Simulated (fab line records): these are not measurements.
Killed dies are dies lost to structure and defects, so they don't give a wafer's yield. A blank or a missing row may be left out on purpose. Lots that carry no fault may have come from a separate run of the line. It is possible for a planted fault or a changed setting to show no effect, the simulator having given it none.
fab line records	flow n5-finfet	part 2 of 2: steps 5 to 6 of 6
record: lots: 24	wafers: 72	last-day: 18
route steps=1938 shown ZERO_LAYER@4 WELL_APT@50 FIN_SAQP@116
lots that met no fault: from a run of the same line without faults
start-h: the number of hours between the record's first day and the start of the first shown wafer of the lot	wait-h: hours from the lot's prior step to this one	" identical to the entry in the row above	L1.1+2: one row covering several wafers at once	- no value present, or no start provided	* or withheld: withheld	< > ~ a bound
route shown NAME@n: a module of which the file shows steps, and the number in the route of the first	usual: average and standard deviation across the fault-free wafers	same: alike in all rows	chamber/n: place in a boat	sites: the reading at each site	_std_site: the values' standard deviation	_edge_site: the outer-site mean with the inner-site mean subtracted	radius-mm: for every site, how far away it sits from the centre of the wafer	mask NAME#n: copy n	behind: the tool/chamber that last shaped the wafer	hold: why the lot was held/for how many hours/how that ended	device: the n, p or np transistor that did not switch	end of line: the same wafers' tests at the end of the route	a step with no rows: only its recipe	killed: not the wafer's yield, but the dies lost to structure and defects at the first sort	map: a wafer's dies, marking killed ones x, the rest . and places with no die _
set.NAME: the run value of the setting; set.NAME@STEP: its run value at that earlier step	model.NAME: the simulator's own value behind a step, which no gauge read
route steps across a sampled set of lots; one table per step, one row per wafer
services: when a tool's chamber went out of use (start-h, in hours from the record's first day, below 0 if earlier), for how many hours, and the reason
== steps ==
step: N5_FIN_SAQP_SPACER2_ETCHBACK_29
recipe: chemistry: CHF3/O2	mode: anisotropic-etchback	target: SiO2	target-depth-a: 122	time-s: 6.1	pressure-mtorr: 30	source-w: 650	bias-w: 170	Ar_flow_sccm: 200	CHF3_flow_sccm: 50	O2_flow_sccm: 5	ion-energy-ev: 200
usual: bias-w: 170.0/0.48	drypump-motor-current-A: 5.8/0.46	mfc-ar-sccm: 200.0/0.66	oes-product-au: 0.77/0.091	rf-vpp-V: 520/8.1	showerhead-plenum-p-Torr: 2.43/0.056	throttle-valve-pct: 19.01/0.22
lot.wafer	tool	chamber	start-h	wait-h	bias-w	drypump-motor-current-A	mfc-ar-sccm	oes-product-au	rf-hours-counter-h	rf-vpp-V	showerhead-plenum-p-Torr	throttle-valve-pct
L074.2	rie-diel-03	0	26.27	0.2	169.6	5.9	199.6	0.69	224	530	2.48	19.31
L074.3	"	1	"	"	169.3	6.0	200.1	0.68	241	516	2.39	19.25
L074.6	"	1	"	"	170.1	6.0	200.0	0.69	-	514	2.39	19.24
L075.2	rie-diel-01	2	32.44	0.2	170.3	5.3	199.5	0.73	186	509	2.40	19.08
L075.5	"	0	"	"	170.0	6.7	200.6	0.71	-	515	2.49	19.08
L075.6	"	3	"	"	170.2	5.4	199.7	0.74	-	521	2.40	18.95
L076.1	rie-diel-06	3	38.12	0.2	170.2	5.6	199.6	0.81	125	516	2.40	19.14
L076.4	"	0	"	"	170.9	5.2	200.8	0.84	83	537	2.54	18.89
L076.6	"	1	"	"	170.0	6.0	200.9	0.68	-	518	2.30	19.04
L077.2	rie-diel-06	0	44.55	0.2	169.9	5.2	200.8	0.84	85	536	2.54	18.89
L077.5	"	1	"	"	169.5	6.0	199.3	0.69	-	519	2.30	19.03
L077.6	"	0	"	"	169.9	5.1	201.2	0.84	-	535	2.54	18.90
L078.1	rie-diel-06	2	52.46	0.2	169.8	5.6	199.9	0.71	202	528	2.49	19.13
L078.3	"	3	"	"	170.5	5.6	199.8	0.80	130	515	2.40	19.15
L078.5	"	3	"	"	170.6	5.7	199.6	0.80	-	514	2.40	19.15
L079.1	rie-diel-03	2	56.46	0.2	170.3	5.3	200.0	0.69	243	519	2.47	19.27
L079.2	"	0	"	"	169.9	5.9	200.1	0.69	232	531	2.48	19.32
L079.4	"	3	"	"	169.9	5.8	200.4	0.74	214	512	2.37	18.76
L080.1	rie-diel-03	2	61.43	0.2	170.2	5.3	199.1	0.68	245	519	2.47	19.29
L080.3	"	0	"	"	170.0	5.9	199.7	0.69	234	532	2.48	19.33
L080.4	"	0	"	"	170.0	5.9	199.8	0.69	-	532	2.48	19.31
L081.1	rie-diel-03	0	71.89	0.2	170.7	5.9	199.0	0.69	238	530	2.47	19.31
L081.3	"	2	"	"	170.3	5.3	200.5	0.68	249	519	2.47	19.29
L081.5	"	2	"	"	170.3	5.4	198.8	0.68	-	518	2.47	19.27
L082.2	rie-diel-03	3	77.06	0.2	170.4	5.8	200.0	0.73	222	512	2.37	18.79
L082.4	"	2	"	"	170.4	5.4	199.9	0.67	-	518	2.47	19.29
L082.6	"	0	"	"	170.3	5.9	200.9	0.68	-	531	2.47	19.32
L083.1	rie-diel-06	0	80.35	0.2	170.5	5.2	199.6	0.82	101	536	2.54	18.95
L083.5	"	0	"	"	170.7	5.1	200.0	0.83	-	536	2.54	18.93
L083.6	"	3	"	"	170.9	5.7	199.6	0.79	-	515	2.40	19.15
L084.3	rie-diel-01	3	87.29	0.2	170.1	5.5	200.3	0.73	190	519	2.39	18.99
L084.4	"	2	"	"	170.0	5.3	200.1	0.72	205	508	2.39	19.10
L084.5	"	2	"	"	168.9	5.3	200.4	0.72	-	508	2.39	19.12
L085.1	rie-diel-06	2	92.29	0.2	169.5	5.6	198.9	0.71	216	527	2.49	19.14
L085.4	"	1	"	"	170.0	6.1	199.0	0.97	3	528	2.58	18.66
L085.5	"	3	"	"	170.4	5.7	200.0	0.79	-	514	2.40	19.18
L086.1	rie-diel-03	3	100.17	0.2	169.2	5.8	199.9	0.72	232	511	2.37	18.80
L086.2	"	0	"	"	170.1	5.9	200.2	0.68	250	531	2.47	19.33
L086.5	"	0	"	"	169.6	5.9	200.7	0.68	-	530	2.47	19.34
L087.3	rie-diel-01	1	105.17	0.2	170.5	6.4	200.2	0.91	41	527	2.45	18.50
L087.4	"	3	"	"	170.0	5.4	200.9	0.74	197	520	2.39	19.00
L087.6	"	1	"	"	170.5	6.4	201.4	0.92	-	527	2.45	18.51
L088.2	rie-diel-01	2	110.73	0.2	170.4	5.3	201.1	0.71	213	508	2.39	19.12
L088.3	"	3	"	"	169.6	5.5	199.9	0.73	199	522	2.39	19.01
L088.5	"	3	"	"	170.5	5.5	199.7	0.71	-	520	2.39	18.99
L089.1	rie-diel-01	3	116.95	0.3	169.7	5.5	201.7	0.71	201	520	2.39	18.99
L089.2	"	0	"	"	169.4	6.7	199.9	0.69	233	515	2.47	19.12
L089.4	"	2	"	"	170.1	5.3	200.1	0.70	215	510	2.39	19.12
L090.3	rie-diel-01	2	124.59	0.2	170.5	5.3	200.8	0.71	218	508	2.39	19.13
L090.4	"	3	"	"	170.0	5.4	200.3	0.72	204	522	2.39	19.01
L090.6	"	3	"	"	170.7	5.5	200.5	0.71	-	521	2.39	18.99
L091.1	rie-diel-01	2	129.19	0.2	170.5	5.3	200.2	0.71	220	508	2.39	19.13
L091.3	"	1	"	"	170.2	6.4	199.8	0.89	51	526	2.45	18.52
L091.4	"	3	"	"	170.0	5.5	200.4	0.71	205	519	2.39	19.01
L092.2	rie-diel-06	2	134.59	0.4	169.3	5.6	201.0	0.69	232	527	2.48	19.15
L092.4	"	3	"	"	169.9	5.7	200.4	0.77	-	514	2.39	19.20
L092.6	"	2	"	"	170.1	5.6	200.4	0.70	-	527	2.48	19.17
L093.2	rie-diel-01	1	139.67	0.2	170.3	6.4	200.5	0.88	54	527	2.45	18.53
L093.5	"	0	"	"	169.7	6.7	198.9	0.69	-	515	2.47	19.13
L093.6	"	1	"	"	170.3	6.4	200.6	0.88	-	526	2.45	18.52
L094.1	rie-diel-03	1	145.62	0.4	170.0	6.0	199.8	0.88	30	515	2.38	18.93
L094.4	"	0	"	"	170.6	5.9	199.0	0.98	-	531	2.46	18.91
L094.6	"	1	"	"	170.2	6.0	200.0	0.89	-	514	2.38	18.93
L095.1	rie-diel-03	1	152.49	0.2	169.5	6.0	199.9	0.89	34	515	2.38	18.93
L095.3	"	0	"	"	170.3	5.9	199.8	0.96	6	531	2.46	18.95
L095.4	"	2	"	"	170.3	5.3	199.9	0.90	-	521	2.46	18.89
L096.2	rie-diel-03	0	157.54	0.2	169.8	5.9	199.8	0.96	8	530	2.46	18.92
L096.3	"	2	"	"	169.4	5.3	200.1	0.89	20	518	2.46	18.89
L096.4	"	2	"	"	169.0	5.3	199.2	0.89	-	516	2.46	18.88
L097.1	rie-diel-01	0	164.66	0.2	169.4	6.7	199.3	0.68	249	515	2.47	19.15
L097.2	"	2	"	"	170.2	5.3	200.5	0.70	231	507	2.38	19.15
L097.6	"	1	"	"	169.8	6.5	200.3	0.87	-	527	2.44	18.54
step: N5_FIN_SAQP_CD_MEAS_31
recipe: target-cd-nm: 8	landing-energy-ev: 1000	detector: se-inlens	polarity: line
usual: cd-nm: 8.11/0.23
same: landing-energy-ev: 1000
lot.wafer	tool	chamber	start-h	wait-h	cd-nm
L074.2	cd-sem-01	0	26.47	0.1	8.41
L074.3	"	0	"	"	8.11
L074.6	"	0	"	"	8.27
L075.2	cd-sem-01	0	32.64	0.1	7.90
L075.5	"	0	"	"	8.55
L075.6	"	0	"	"	8.04
L076.1	cd-sem-03	0	38.32	0.1	7.98
L076.4	"	0	"	"	8.02
L076.6	"	0	"	"	8.01
L077.2	cd-sem-03	0	44.75	0.1	8.42
L077.5	"	0	"	"	7.96
L077.6	"	0	"	"	8.15
L078.1	cd-sem-01	0	52.66	0.1	7.83
L078.3	"	0	"	"	7.79
L078.5	"	0	"	"	8.23
L079.1	cd-sem-01	0	56.66	0.1	7.76
L079.2	"	0	"	"	7.82
L079.4	"	0	"	"	8.04
L080.1	cd-sem-02	0	61.63	0.1	8.48
L080.3	"	0	"	"	7.93
L080.4	"	0	"	"	8.03
L081.1	cd-sem-02	0	72.08	0.1	7.92
L081.3	"	0	"	"	8.21
L081.5	"	0	"	"	7.76
L082.2	cd-sem-03	0	77.26	0.1	8.47
L082.4	"	0	"	"	8.14
L082.6	"	0	"	"	8.33
L083.1	cd-sem-01	0	80.58	0.1	8.53
L083.5	"	0	"	"	7.93
L083.6	"	0	"	"	8.24
L084.3	cd-sem-03	0	87.49	0.1	8.16
L084.4	"	0	"	"	7.62
L084.5	"	0	"	"	7.94
L085.1	cd-sem-03	0	92.49	0.1	8.05
L085.4	"	0	"	"	8.00
L085.5	"	0	"	"	7.96
L086.1	cd-sem-02	0	100.37	0.1	7.67
L086.2	"	0	"	"	8.04
L086.5	"	0	"	"	7.73
L087.3	cd-sem-03	0	105.37	0.1	7.86
L087.4	"	0	"	"	8.67
L087.6	"	0	"	"	8.17
L088.2	cd-sem-02	0	110.93	0.1	7.97
L088.3	"	0	"	"	8.33
L088.5	"	0	"	"	8.06
L089.1	cd-sem-03	0	117.14	0.1	8.59
L089.2	"	0	"	"	8.11
L089.4	"	0	"	"	8.34
L090.3	cd-sem-01	0	124.79	0.1	8.16
L090.4	"	0	"	"	7.50
L090.6	"	0	"	"	7.96
L091.1	cd-sem-02	0	129.39	0.1	8.39
L091.3	"	0	"	"	8.30
L091.4	"	0	"	"	7.76
L092.2	cd-sem-03	0	134.82	0.1	8.03
L092.4	"	0	"	"	8.21
L092.6	"	0	"	"	8.13
L093.2	cd-sem-03	0	139.86	0.1	7.99
L093.5	"	0	"	"	8.08
L093.6	"	0	"	"	7.85
L094.1	cd-sem-01	0	145.82	0.1	8.02
L094.4	"	0	"	"	8.59
L094.6	"	0	"	"	8.22
L095.1	cd-sem-02	0	152.69	0.1	8.20
L095.3	"	0	"	"	8.09
L095.4	"	0	"	"	8.23
L096.2	cd-sem-03	0	157.74	0.1	8.26
L096.3	"	0	"	"	8.40
L096.4	"	0	"	"	8.36
L097.1	cd-sem-02	0	164.87	0.1	8.35
L097.2	"	0	"	"	8.26
L097.6	"	0	"	"	8.10
== services ==
tool	chamber	start-h	hours	kind
rie-diel-03	3	-8.67	5.7	repair
pecvd-03	2	-3.73	5.8	repair
rie-diel-06	3	4.61	5.3	repair
rtp-anneal-02	-	8.66	3.3	pm
vapor-etch-01	-	18.09	0.8	repair
rie-diel-03	1	18.59	3.5	repair
pecvd-04	1	24.86	66.6	repair
pecvd-01	1	34.73	10.5	repair
pecvd-03	1	38.88	23.5	repair
rie-diel-03	0	41.90	2.2	repair
pecvd-04	-	54.08	1.5	repair
rie-diel-03	1	57.16	-	clean
rie-diel-03	1	57.16	-	consumable-replace:focus-ring
rie-diel-06	2	78.60	4.3	repair
rie-diel-01	3	80.46	4.2	repair
rtp-anneal-01	-	83.86	3.5	pm
pecvd-03	-	86.60	7.7	repair
rie-diel-03	2	91.31	7.1	repair
rie-diel-03	-	111.30	2.4	repair
vapor-etch-01	-	117.81	0.3	repair
rie-diel-06	1	132.23	6.0	repair
rie-diel-06	0	133.63	5.5	repair
rie-diel-06	-	139.31	0.5	repair
rie-diel-06	3	155.87	5.8	repair
